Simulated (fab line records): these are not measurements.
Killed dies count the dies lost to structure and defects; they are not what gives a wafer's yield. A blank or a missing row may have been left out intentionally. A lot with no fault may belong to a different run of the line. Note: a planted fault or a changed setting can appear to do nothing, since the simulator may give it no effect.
Split-lot experiment ; flow n5-finfet ; 39 wafers read across 7 lots, on a route 1938 steps long

ON THE SPLIT
At N5_PMOS_HMC_CHANNEL_EPI_DEVELOP_08 (develop time 30 s), the setting develop-time-s was moved away from the recipe's 30 s on 15 of the 39 wafers read, by -41.9% to +52.5%. For the rest of the wafers, this setting stayed at what the recipe calls for.

Between the split and the reading, the file records no step.

THE READING
cd-nm (nm) at N5_PMOS_HMC_CHANNEL_EPI_CD_MEAS_09, where the cd target is 237.4 nm. Fault-free wafers of this fab line usually give 237.1 nm, standard deviation 0.76 nm.

wafer;tool, chamber at the split;develop-time-s as run, s;against the recipe;cd-nm, nm;against lot-mates on the recipe
L075.1;litho-track-04, 0;43.05;+43.5%;238.5;+2.2
L075.2;litho-track-04, 0;43.05;+43.5%;239.0;+2.7
L075.3;litho-track-04, 0;43.05;+43.5%;238.3;+2.0
L075.4;litho-track-04, 0;30;recipe;236.9;-
L075.5;litho-track-04, 0;30;recipe;236.6;-
L075.6;litho-track-04, 0;30;recipe;235.4;-
L079.1;litho-track-04, 0;30;recipe;237.5;-
L079.2;litho-track-04, 0;45.74;+52.5%;240.1;+3.2
L079.3;litho-track-04, 0;30;recipe;237.0;-
L079.4;litho-track-04, 0;45.74;+52.5%;240.8;+3.9
L079.5;litho-track-04, 0;30;recipe;236.3;-
L079.6;litho-track-04, 0;45.74;+52.5%;239.2;+2.3
L080.1;litho-track-01, 0;30;recipe;238.1;-
L080.3;litho-track-01, 0;30;recipe;237.4;-
L080.5;litho-track-01, 0;30;recipe;237.6;-
L085.1;litho-track-01, 0;30;recipe;237.9;-
L085.2;litho-track-01, 0;30;recipe;239.0;-
L085.3;litho-track-01, 0;30;recipe;237.2;-
L085.4;litho-track-01, 0;30;recipe;238.6;-
L085.5;litho-track-01, 0;30;recipe;237.8;-
L085.6;litho-track-01, 0;30;recipe;237.9;-
L086.1;litho-track-04, 0;17.43;-41.9%;233.1;-3.1
L086.2;litho-track-04, 0;30;recipe;236.4;-
L086.3;litho-track-04, 0;30;recipe;235.6;-
L086.4;litho-track-04, 0;17.43;-41.9%;232.4;-3.8
L086.5;litho-track-04, 0;17.43;-41.9%;232.7;-3.5
L086.6;litho-track-04, 0;30;recipe;236.5;-
L090.1;litho-track-05, 0;19.47;-35.1%;235.9;-1.8
L090.2;litho-track-05, 0;30;recipe;238.0;-
L090.3;litho-track-05, 0;19.47;-35.1%;235.2;-2.5
L090.4;litho-track-05, 0;19.47;-35.1%;235.8;-1.9
L090.5;litho-track-05, 0;30;recipe;238.2;-
L090.6;litho-track-05, 0;30;recipe;237.0;-
L092.1;litho-track-04, 0;30;recipe;236.2;-
L092.2;litho-track-04, 0;30;recipe;235.9;-
L092.3;litho-track-04, 0;21.46;-28.5%;235.4;-1.0
L092.4;litho-track-04, 0;30;recipe;237.0;-
L092.5;litho-track-04, 0;21.46;-28.5%;233.9;-2.5
L092.6;litho-track-04, 0;21.46;-28.5%;234.4;-2.0

FIT RESULTS
A straight line over all 39 wafers: cd-nm changes by +0.062 nm for each +1% of develop-time-s; r = +0.84; the points scatter about the line by 1 nm.
The same after taking each lot's own level away (the mean of its wafers on the recipe; 39 wafers): +0.0628 nm for each +1%; r = +0.95; scatter 0.56 nm.
On that fit, the largest move of develop-time-s shifts the reading by 3.3 nm.
From 236.17 to 238.07 nm: that is the span of the lots' own levels, equal to 2.5 times the standard deviation above.
The two slopes are in agreement: the lot-to-lot level therefore moves the slope only a little.
Check: +3.2 nm against its lot-mates is what the line predicts for one of the wafers moved furthest among these (+52.5%) when that wafer is left out of the fit. Against them it came out at +3.17 nm.

THE WHOLE CHAIN: every reading that the file lists as answering this split, in the file's order
step;what it does;reading;change (the file's fit);r (the file's)
N5_PMOS_HMC_CHANNEL_EPI_CD_MEAS_09;target cd 237.4 nm;cd-nm;+0.063 nm for each +1% of the setting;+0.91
N5_PMOS_HMC_CHANNEL_EPI_DESCUM_14;chemistry O2, time 7.9 s;PMOS_HMC_CHANNEL_EPI.cd-nm (the simulator's own value, which no gauge read);+0.0629 nm for each +1% of the setting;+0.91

THE FILE'S OWN FIT
cd-nm changes by +0.063 nm for each +1% of develop-time-s, r = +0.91.
